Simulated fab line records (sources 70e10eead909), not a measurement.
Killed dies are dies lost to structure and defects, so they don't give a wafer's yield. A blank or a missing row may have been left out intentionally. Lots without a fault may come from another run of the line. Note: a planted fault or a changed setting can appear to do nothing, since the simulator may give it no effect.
What tool caused it? ; flow nand_harc ; Sampling: 12 lots, 36 wafers, 5 of 1302 route steps

WHAT EACH GAUGE READ, for each wafer
NHARC_END_SORT_01.
lot;measured;on;killed_at_array;killed_at_other;killed_at_periphery;killed_dies;killed_open;killed_short
L352;day 25 00:17;prober-01;38 30 13;1 1 1;2 2 2;41 33 16;3 3 2;3 2 1
L360;day 27 22:56;prober-02;62 37 54;0 0 0;2 5 4;64 42 58;3 7 6;2 4 3
L370;day 32 18:46;prober-01;64 52 67;2 0 0;10 12 13;76 64 80;3 3 6;5 2 1

WHAT TOOL EACH LOT RAN ON (gives the tool, then ch and the chambers of the sampled wafers, and finally the start)
lot;NHARC_A_STAIRCASE_TRIM_191;NHARC_A_STAIRCASE_ETCH_192;NHARC_A_STAIRCASE_TRIM_200;NHARC_A_STAIRCASE_ETCH_203
L352;rie_diel-01 ch 1,3, day 15 23:08 or earlier;rie_diel-01 ch 1,3, day 15 23:08 or earlier;rie_diel-01 ch 1,3, day 15 23:08;rie_diel-01 ch 0,3, day 25 00:17 or earlier
L354;rie_diel-01 ch 0,3, day 16 16:58 or earlier;rie_diel-01 ch 0,3, day 16 16:58 or earlier;rie_diel-05 ch 1,2, day 16 16:58;rie_diel-05 ch 0,1,3, no start
L355;rie_diel-01 ch 0,1,3, day 17 17:01 or earlier;rie_diel-01 ch 0,2,3, day 17 17:01 or earlier;rie_diel-01 ch 1,2,3, day 17 17:01;rie_diel-01 ch 0,1,3, no start
L356;rie_diel-09 ch 1,3, day 17 20:02 or earlier;rie_diel-09 ch 1,3, day 17 20:02 or earlier;rie_diel-05 ch 0,2, day 17 20:02;rie_diel-05 ch 1,2,3, no start
L360;rie_diel-09 ch 1,3, day 19 13:55 or earlier;rie_diel-09 ch 0,1,2, day 19 13:55 or earlier;rie_diel-05 ch 0,1,3, day 19 13:55;rie_diel-05 ch 0,1, day 27 22:56 or earlier
L362;rie_diel-09 ch 0,1,2, day 20 01:10 or earlier;rie_diel-09 ch 0,2, day 20 01:10 or earlier;rie_diel-05 ch 0,1, day 20 01:10;rie_diel-05 ch 0,1, no start
L368;rie_diel-09 ch 0,2,3, day 22 15:54 or earlier;rie_diel-09 ch 1,3, day 22 15:54 or earlier;rie_diel-01 ch 2,3, day 22 15:54;rie_diel-01 ch 0,3, no start
L370;rie_diel-05 ch 1,2,3, day 23 13:19 or earlier;rie_diel-05 ch 0,2,3, day 23 13:19 or earlier;rie_diel-05 ch 1,2,3, day 23 13:19;rie_diel-05 ch 0,1,3, day 32 18:46 or earlier
L371;rie_diel-05 ch 0,3, day 23 16:55 or earlier;rie_diel-05 ch 0,1,3, day 23 16:55 or earlier;rie_diel-05 ch 1,3, day 23 16:55;rie_diel-05 ch 0,2, no start
L372;rie_diel-05 ch 0,1,2, day 24 09:33 or earlier;rie_diel-05 ch 0,1,3, day 24 09:33 or earlier;rie_diel-05 ch 0,3, day 24 09:33;rie_diel-05 ch 1,3, no start
L374;rie_diel-05 ch 0,2, day 24 21:17 or earlier;rie_diel-05 ch 1,3, day 24 21:17 or earlier;rie_diel-05 ch 2,3, day 24 21:17;rie_diel-05 ch 0,1,3, no start
L373;rie_diel-09 ch 0,1,3, day 25 03:33 or earlier;rie_diel-09 ch 1,3, day 25 03:33 or earlier;rie_diel-09 ch 1,2, day 25 03:33;rie_diel-09 ch 1,2,3, no start
- NHARC_A_STAIRCASE_TRIM_191: chemistry O2, time 211.2 s.
- NHARC_A_STAIRCASE_ETCH_192: etches the open film in C4F8/O2, target depth 100 nm, time 40.5 s.
- NHARC_A_STAIRCASE_TRIM_200: chemistry O2, time 211.2 s.
- NHARC_A_STAIRCASE_ETCH_203: etches the open film in C4F8/O2, target depth 100 nm, time 40.5 s.

WHAT THE TOOLS THEMSELVES READ (means of the sampled wafers that have a number; where no wafer has one, the mark that the record gives instead)
NHARC_A_STAIRCASE_TRIM_191.
lot;tool;drypump_motor_current_A (A);oes_product_au (a.u.);rf_vpp_V (V);run_length_s (s);showerhead_plenum_p_Torr (Torr);throttle_valve_pct (%)
L352;rie_diel-01;6.1;0.997;58.0;232.7;3.43;17.043
L354;rie_diel-01;5.2;0.997;57.9;232.5;3.28;17.040
L355;rie_diel-01;5.7;0.999;58.5;232.4;3.60;17.027
L356;rie_diel-09;5.5;0.998;58.3;232.8;3.54;17.032
L360;rie_diel-09;5.6;0.996;58.1;232.6;3.52;17.043
L362;rie_diel-09;5.8;1.000;57.9;232.5;3.48;17.040
L368;rie_diel-09;5.8;1.000;57.8;232.3;3.47;17.034
L370;rie_diel-05;5.4;0.999;57.5;233.2;3.60;17.030
L371;rie_diel-05;6.2;0.993;57.8;232.7;3.56;17.034
L372;rie_diel-05;5.2;0.996;58.3;233.0;3.47;17.032
L374;rie_diel-05;5.1;0.992;58.1;233.1;3.42;17.040
L373;rie_diel-09;5.7;0.996;57.6;232.7;3.52;17.041

NHARC_A_STAIRCASE_ETCH_192.
lot;tool;oes_product_au (a.u.);rf_vpp_V (V)
L352;rie_diel-01;0.945;893
L354;rie_diel-01;0.933;888
L355;rie_diel-01;0.940;900
L356;rie_diel-09;0.926;895
L360;rie_diel-09;0.955;894
L362;rie_diel-09;0.940;892
L368;rie_diel-09;0.939;895
L370;rie_diel-05;0.939;895
L371;rie_diel-05;0.930;897
L372;rie_diel-05;0.941;896
L374;rie_diel-05;0.941;900
L373;rie_diel-09;0.948;895

NHARC_A_STAIRCASE_TRIM_200.
lot;tool;drypump_motor_current_A (A);oes_product_au (a.u.);rf_vpp_V (V);run_length_s (s);showerhead_plenum_p_Torr (Torr);throttle_valve_pct (%)
L352;rie_diel-01;6.1;1.003;57.2;232.6;3.43;17.035
L354;rie_diel-05;5.1;1.006;57.5;233.2;3.61;17.024
L355;rie_diel-01;6.3;0.993;57.4;232.9;3.59;17.034
L356;rie_diel-05;5.5;0.997;57.1;233.1;3.38;17.042
L360;rie_diel-05;5.9;0.998;58.6;242.6;3.55;17.033
L362;rie_diel-05;5.7;1.003;57.2;252.6;3.42;17.039
L368;rie_diel-01;6.2;0.996;57.7;232.9;3.44;17.037
L370;rie_diel-05;5.4;0.998;57.6;233.2;3.60;17.043
L371;rie_diel-05;5.7;0.993;58.2;233.1;3.64;17.024
L372;rie_diel-05;6.0;0.991;58.0;232.9;3.43;17.042
L374;rie_diel-05;5.8;0.999;57.5;233.1;3.61;17.042
L373;rie_diel-09;5.7;0.998;56.9;232.4;3.39;17.036

NHARC_A_STAIRCASE_ETCH_203.
lot;tool;oes_product_au (a.u.);rf_vpp_V (V)
L352;rie_diel-01;0.944;888
L354;rie_diel-05;0.946;898
L355;rie_diel-01;0.940;898
L356;rie_diel-05;0.942;900
L360;rie_diel-05;0.942;895
L362;rie_diel-05;0.945;896
L368;rie_diel-01;0.946;899
L370;rie_diel-05;0.938;896
L371;rie_diel-05;0.926;892
L372;rie_diel-05;0.944;900
L374;rie_diel-05;0.930;896
L373;rie_diel-09;0.950;893

THE ANSWER, worked out from the rows above alone
Rule: what is usual is taken from the lots themselves. Put in order of their means at a reading, lots are off if they are a third of the lots or fewer, leave a main group of 4 or more, and stand apart from it by a gap of 3 or more times the standard deviation of the main group's means; of several such gaps the widest counts. Not used: any main group whose means are identical at the precision the tables above print for the reading. Also off: a lot with no number at a reading for which 4 or more lots have one. Where the step has rows for the other lots, those lots are counted as sound. After the gauges, taken in route order, come the tools' own readings; for these a lot's mean is taken, as printed above. The first step at which some lot is off is used, and at that step the reading that is off furthest; a lot without a number counts as furthest.
Off: L360, L362, at NHARC_A_STAIRCASE_TRIM_200 (run_length_s). Main group: mean 232.9 s, sd 0.25.
If a tool, at that step or one of the process steps before it, ran each lot that is off and ran no sound lot following the first of them, it fits. With no start given for some of its lots, NHARC_A_STAIRCASE_TRIM_191 uses the hours and lot order of NHARC_A_STAIRCASE_TRIM_200. With no start given for some of its lots, NHARC_A_STAIRCASE_ETCH_192 uses the hours and lot order of NHARC_A_STAIRCASE_TRIM_200. None of those tried fits.

WHAT THE SIMULATOR HAD INSERTED
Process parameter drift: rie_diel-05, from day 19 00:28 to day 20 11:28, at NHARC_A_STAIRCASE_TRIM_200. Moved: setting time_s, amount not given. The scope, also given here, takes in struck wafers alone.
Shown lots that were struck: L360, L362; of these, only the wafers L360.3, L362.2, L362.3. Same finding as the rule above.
